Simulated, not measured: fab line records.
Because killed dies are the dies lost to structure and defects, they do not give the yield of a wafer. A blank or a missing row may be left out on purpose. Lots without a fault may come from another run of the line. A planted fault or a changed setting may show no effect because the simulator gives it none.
Lot-split experiment    flow n5_finfet    21 wafers read across 7 lots, on a route 1938 steps long

== THE SPLIT ITSELF ==
At N5_BEOL_M5_HM_DEP_02 (deposits TiN, target thk 20 nm), the setting target_thk_a was moved away from the recipe's 200 angstrom on 4 of the 21 wafers read, by +6.5% to +10.7%. All remaining wafers had this setting at the recipe value.

== FROM THE SPLIT TO THE READING: what the file shows between them, 8 steps ==
- N5_BEOL_M5_COAT_59: time 60 s, resist thk 60 nm
- N5_BEOL_M5_COAT_60: time 60 s, resist thk 12 nm
- N5_BEOL_M5_STRIP_73: strips in N2/H2
- N5_BEOL_M5_STRIP_64: strips in CF4
- N5_BEOL_M5_HM_OPEN_17: chemistry Cl2/BCl3, target TiN, target depth 20 nm, overetch 6 nm
- N5_BEOL_M5_STRIP_19: strips in O2
- N5_BEOL_M5_STRIP_85: strips in C4F6/O2
- N5_BEOL_M5_STRIP_36: strips in N2/H2

== THE READING ==
TiN_of_BEOL_M5_HM_DEP_02.thk_nm (the simulator's own value, which no gauge read), in nm, at N5_BEOL_M5_TRENCH_ETCH_37 (etches SiCOH lowk in C4F6/O2, target depth 71.652 nm, time 24.7 s). The file does not state a usual value for it. The 17 wafers here that ran the recipe average 18.0 nm, standard deviation 0.31 nm.

wafer   tool, chamber at the split  target_thk_a as run, angstrom  against the recipe  TiN_of_BEOL_M5_HM_DEP_02.thk_nm, nm  against lot-mates on the recipe
L076.1  pvd_sputter-02, -           200                            recipe              18                                   -
L076.3  pvd_sputter-02, -           200                            recipe              17.8                                 -
L076.5  pvd_sputter-02, -           218.6                          +9.3%               19.8                                 +1.9
L080.1  pvd_sputter-03, -           200                            recipe              18.6                                 -
L080.2  pvd_sputter-03, -           200                            recipe              18.4                                 -
L080.3  pvd_sputter-03, -           200                            recipe              18.4                                 -
L081.2  pvd_sputter-03, -           200                            recipe              17.8                                 -
L081.5  pvd_sputter-03, -           200                            recipe              17.8                                 -
L081.3  pvd_sputter-03, -           200                            recipe              17.6                                 -
L089.1  pvd_sputter-01, -           200                            recipe              18                                   -
L089.2  pvd_sputter-01, -           200                            recipe              17.8                                 -
L089.4  pvd_sputter-01, -           221.5                          +10.7%              20                                   +2.1
L088.3  pvd_sputter-03, -           200                            recipe              18.6                                 -
L088.4  pvd_sputter-03, -           213.1                          +6.5%               20                                   +1.4
L088.5  pvd_sputter-03, -           213.1                          +6.5%               20                                   +1.4
L097.1  pvd_sputter-03, -           200                            recipe              17.6                                 -
L097.2  pvd_sputter-03, -           200                            recipe              18                                   -
L097.4  pvd_sputter-03, -           200                            recipe              18.2                                 -
L095.2  pvd_sputter-03, -           200                            recipe              18.2                                 -
L095.4  pvd_sputter-03, -           200                            recipe              18                                   -
L095.5  pvd_sputter-03, -           200                            recipe              17.8                                 -

FIT RESULTS
A straight line over all 21 wafers: TiN_of_BEOL_M5_HM_DEP_02.thk_nm changes by +0.217 nm for each +1% of target_thk_a; r = +0.91; the points scatter about the line by 0.36 nm.
The same after taking each lot's own level away (the mean of its wafers on the recipe; 21 wafers): +0.203 nm for each +1%; r = +0.98; scatter 0.14 nm.
According to that fit, moving target_thk_a by its largest amount changes the reading by 2.2 nm.
The lots' own levels span 17.73 to 18.60 nm, that is 2.8 times the standard deviation above.
So the lot-to-lot level changes the slope little: the two slopes agree.
Check: +2.25 nm against its lot-mates is what the line predicts for one of the wafers moved furthest among these (+10.7%) when that wafer is left out of the fit. Against them it came out at +2.1 nm.

== THESE WAFERS: OTHER SPLITS ==
Note: prior to the reading, these wafers also went through further splits. Each is held against what the fit with the lots' levels taken away leaves over:
other split on the same wafers  wafers away from the commonest value  r with TiN_of_BEOL_M5_HM_DEP_02.thk_nm (lot level and that fit taken away)
N5_BEOL_M2_DESCUM_33 time_s     9                                     -0.30
N5_BEOL_M2_ETCHBACK_99 time_s   3                                     +0.08
N5_BEOL_M4_ILD_DEP_00 time_s    12                                    -0.04
N5_BEOL_M4_COAT_61 spin_rpm     7                                     +0.02
N5_BEOL_M5_ILD_DEP_00 time_s    5                                     +0.17

== THE WHOLE CHAIN: every reading that the file lists as answering this split, in the file's order ==
step                       what it does                                                       reading                                                                           change (the file's fit)                r (the file's)
N5_BEOL_M5_HM_DEP_02       deposits TiN, target thk 20 nm                                     TiN_of_BEOL_M5_HM_DEP_02.thk_nm (the simulator's own value, which no gauge read)  +0.209 nm for each +1% of the setting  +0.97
N5_BEOL_M5_HM_OPEN_17      chemistry Cl2/BCl3, target TiN, target depth 20 nm, overetch 6 nm  etch.depth_nm (the simulator's own value, which no gauge read)                    +0.208 nm for each +1% of the setting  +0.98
N5_BEOL_M5_TRENCH_ETCH_37  etches SiCOH lowk in C4F6/O2, target depth 71.652 nm, time 24.7 s  TiN_of_BEOL_M5_HM_DEP_02.thk_nm (the simulator's own value, which no gauge read)  +0.202 nm for each +1% of the setting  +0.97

== THE FILE'S OWN FIT ==
TiN_of_BEOL_M5_HM_DEP_02.thk_nm changes by +0.202 nm for each +1% of target_thk_a, r = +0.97.
